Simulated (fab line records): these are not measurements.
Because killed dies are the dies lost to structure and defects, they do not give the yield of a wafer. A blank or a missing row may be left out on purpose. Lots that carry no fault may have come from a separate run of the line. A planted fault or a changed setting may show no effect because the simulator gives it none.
Which tool was responsible?	flow nand-harc	33 wafers from 11 lots sampled at 8 of the route's 1302 steps

== WHAT THE GAUGES SHOWED, per wafer ==
NHARC_P_ZERO_WELL_CD_MEAS_52: the cd target is 2000 nm.
lot	measured	on	cd-nm (nm)
L954	day 3 07:53	cd-sem-03	2000.3 2001.7 2000.6
L955	day 3 18:44	cd-sem-02	1999.8 2000.9 2001.5
L957	day 4 14:07	cd-sem-03	2001.6 2002.1 1999.8
L958	day 5 03:52	cd-sem-03	2000.8 1999.4 1999.6
L961	day 6 05:56	cd-sem-03	1999.0 1998.8 2000.7
L963	day 7 02:10	cd-sem-03	1999.3 1998.6 2000.2
L965	day 7 21:43	cd-sem-02	1997.9 1998.7 2000.0
L966	day 8 07:55	cd-sem-03	1998.1 1997.5 1997.2
L971	day 10 09:39	cd-sem-01	2001.2 1997.6 1996.7
L972	day 10 20:13	cd-sem-03	1997.5 1999.4 1996.2
L974	day 11 15:46	cd-sem-03	2001.7 2001.9 1995.9

NHARC_P_STI_INSPECT_25.
lot	measured	on	raw-defect-count
L954	day 5 05:41	defect-inspect-01	135 175 149
L955	day 5 20:52	defect-inspect-01	212 312 303
L957	day 6 21:35	defect-inspect-01	198 292 173
L958	day 7 04:23	defect-inspect-01	308 146 229
L961	day 8 04:08	defect-inspect-02	184 167 110
L963	day 8 23:38	defect-inspect-01	165 267 240
L965	day 10 03:40	defect-inspect-02	317 491 262
L966	day 10 03:41	defect-inspect-02	249 158 191
L971	day 12 12:41	defect-inspect-02	535 769 598
L972	day 12 16:19	defect-inspect-01	537 593 655
L974	day 13 17:18	defect-inspect-02	155 269 156

NHARC_P_GATE_INSPECT_28.
lot	measured	on	raw-defect-count
L954	day 6 04:46	defect-inspect-02	4 5 7
L955	day 6 23:26	defect-inspect-01	2 6 11
L957	day 7 21:37	defect-inspect-01	5 3 6
L958	day 8 02:59	defect-inspect-02	8 9 10
L961	day 9 04:46	defect-inspect-01	4 5 3
L963	day 9 19:51	defect-inspect-02	2 5 4
L965	day 11 04:16	defect-inspect-02	3 8 3
L966	day 11 02:35	defect-inspect-02	10 6 7
L971	day 13 16:45	defect-inspect-02	384 384 397
L972	day 13 19:07	defect-inspect-01	366 347 409
L974	day 14 18:34	defect-inspect-02	6 7 6

NHARC_P_GATE_INSPECT_68.
lot	measured	on	raw-defect-count
L954	day 6 23:12	defect-inspect-01	165 175 169
L955	day 8 00:10	defect-inspect-01	180 206 268
L957	day 8 16:18	defect-inspect-02	243 310 179
L958	day 9 03:52	defect-inspect-02	262 155 129
L961	day 9 23:20	defect-inspect-02	93 140 104
L963	day 10 14:12	defect-inspect-02	157 261 252
L965	day 11 22:46	defect-inspect-01	271 305 201
L966	day 11 20:43	defect-inspect-01	211 120 178
L971	day 14 11:06	defect-inspect-02	592 758 592
L972	day 14 13:33	defect-inspect-01	487 550 604
L974	day 15 13:19	defect-inspect-01	136 241 141

NHARC_END_SORT_01.
lot	measured	on	killed-at-array	killed-at-other	killed-at-periphery	killed-dies	killed-open	killed-short
L971	day 33 02:47	prober-01	35 65 60	0 1 0	50 34 82	85 100 142	0 2 3	1 3 1
L972	day 33 02:50	prober-02	47 30 43	3 2 3	80 53 82	130 85 128	2 5 2	1 4 3

== TOOL THAT RAN EACH LOT (tool first, then ch and the chambers of the sampled wafers, then the start) ==
lot	NHARC_P_STI_DESCUM_14	NHARC_P_STI_CMP_21	NHARC_P_STI_STRIP_24
L954	rie-diel-01 ch 1,3, day 4 03:05	cmp-01 ch 0,2,3, day 4 21:11	wet-bench-09 ch 0,2,5, day 4 21:30
L955	rie-diel-01 ch 0,1,3, day 4 13:49	cmp-04 ch 1,2,3, day 5 10:32	wet-bench-04 ch 4,6,7, day 5 10:53
L957	rie-diel-01 ch 1,2,3, day 5 12:12	cmp-01 ch 0,2,3, day 6 10:27	wet-bench-02 ch 0,4,5, day 6 10:47
L958	rie-diel-07 ch 1,2,3, day 5 20:19	cmp-04 ch 0,2,3, day 6 17:16	wet-bench-04 ch 4,5,7, day 6 17:37
L961	rie-diel-07 ch 0,1,3, day 7 01:15	cmp-01 ch 0,2, day 7 19:41	wet-bench-09 ch 2,6,7, day 7 20:00
L963	rie-diel-08 ch 1,2,3, day 7 19:58	cmp-04 ch 0,1,3, day 8 15:10	wet-bench-04 ch 2,5,7, day 8 15:27
L965	rie-diel-08 ch 0,2, day 8 18:21	cmp-01 ch 0,3, day 9 18:36	wet-bench-09 ch 5,6,7, day 9 18:57
L966	rie-diel-07 ch 0,1,3, day 9 00:48	cmp-03 ch 1,2, day 9 18:39	wet-bench-02 ch 1,2,5, day 9 18:59
L971	rie-diel-01 ch 0,1,3, day 11 05:34	cmp-04 ch 0,1,3, day 12 03:52	wet-bench-04 ch 1,3,4, day 12 04:13
L972	rie-diel-07 ch 0,1,3, day 11 14:09	cmp-03 ch 1,2,3, day 12 08:26	wet-bench-04 ch 3,4,7, day 12 08:46
L974	rie-diel-01 ch 0,3, day 12 10:42	cmp-03 ch 0,2, day 13 07:41	wet-bench-02 ch 1,5,7, day 13 08:01
- NHARC_P_STI_DESCUM_14: chemistry O2, time 3 s.
- NHARC_P_STI_CMP_21: polishes, t overpolish 20 s, target thk 380.67 nm.
- NHARC_P_STI_STRIP_24: strips Si3N4 in H3PO4.

== WHAT THE TOOLS THEMSELVES READ (means of the sampled wafers that have a number; where no wafer has one, the mark that the record gives instead) ==
NHARC_P_STI_DESCUM_14.
lot	tool	drypump-motor-current-A (A)	oes-product-au (a.u.)	rf-vpp-V (V)	showerhead-plenum-p-Torr (Torr)	throttle-valve-pct (%)
L954	rie-diel-01	6.4	1.013	57.8	2.01	11.321
L955	rie-diel-01	6.1	1.006	58.1	1.94	11.316
L957	rie-diel-01	5.9	0.999	57.7	1.95	11.313
L958	rie-diel-07	5.8	0.995	58.1	1.93	11.302
L961	rie-diel-07	5.7	0.997	57.8	1.89	11.306
L963	rie-diel-08	5.8	1.003	57.9	1.91	11.320
L965	rie-diel-08	6.0	0.999	58.4	1.98	11.308
L966	rie-diel-07	5.7	0.989	58.5	1.89	11.318
L971	rie-diel-01	6.1	1.006	58.3	1.94	11.316
L972	rie-diel-07	5.7	1.003	57.8	1.88	11.310
L974	rie-diel-01	6.1	1.009	58.1	1.89	11.314

NHARC_P_STI_CMP_21.
lot	tool	edge-zone-pressure-frac	motor-current-A (A)	overpolish-run-s (s)
L954	cmp-01	0.997	11.1	19.988
L955	cmp-04	0.997	11.7	20.006
L957	cmp-01	1.001	10.8	19.989
L958	cmp-04	1.004	11.5	19.992
L961	cmp-01	0.998	10.6	19.996
L963	cmp-04	1.001	11.8	19.999
L965	cmp-01	0.995	10.4	20.007
L966	cmp-03	1.002	10.3	19.991
L971	cmp-04	1.004	11.8	20.007
L972	cmp-03	1.003	10.7	20.005
L974	cmp-03	1.002	11.7	19.996

== THE ANSWER, worked out from the rows above alone ==
Rule: the usual values come from the lots themselves. Put in order of their means at a reading, lots are off if they are a third of the lots or fewer, leave a main group of 4 or more, and stand apart from it by a gap of 3 or more times the standard deviation of the main group's means; of several such gaps the widest counts. Not used: any main group whose means are identical at the precision the tables above print for the reading. A lot without any number at a reading at which 4 lots or more have one is off too. The other lots that the step has rows for count as sound. First the gauges in route order, then the tools' own readings, where a lot's mean is used as printed above. At the first step where some lot is off, the reading lying furthest off is the one used; lots without a number count as furthest.
Off: L971, L972, at NHARC_P_STI_INSPECT_25 (raw-defect-count). For the main group the mean is 223 and the standard deviation 59.
If a tool, at a process step before that reading, ran all the lots that are off and no sound lot after the first of them, it fits. The gauges at NHARC_P_STI_INSPECT_25 are tried like those tools. One fits: wet-bench-04 at NHARC_P_STI_STRIP_24. Its last sound lot is L963 (day 8 15:27), its first lot that is off L971 (day 12 04:13): a fault that began between those two fits.

== WHAT THE SIMULATOR HAD INSERTED ==
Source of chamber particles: wet-bench-04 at NHARC_P_STI_STRIP_24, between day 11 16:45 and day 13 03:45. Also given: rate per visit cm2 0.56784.
Lots struck among those shown: L971, L972. The rule given above showed the same thing.
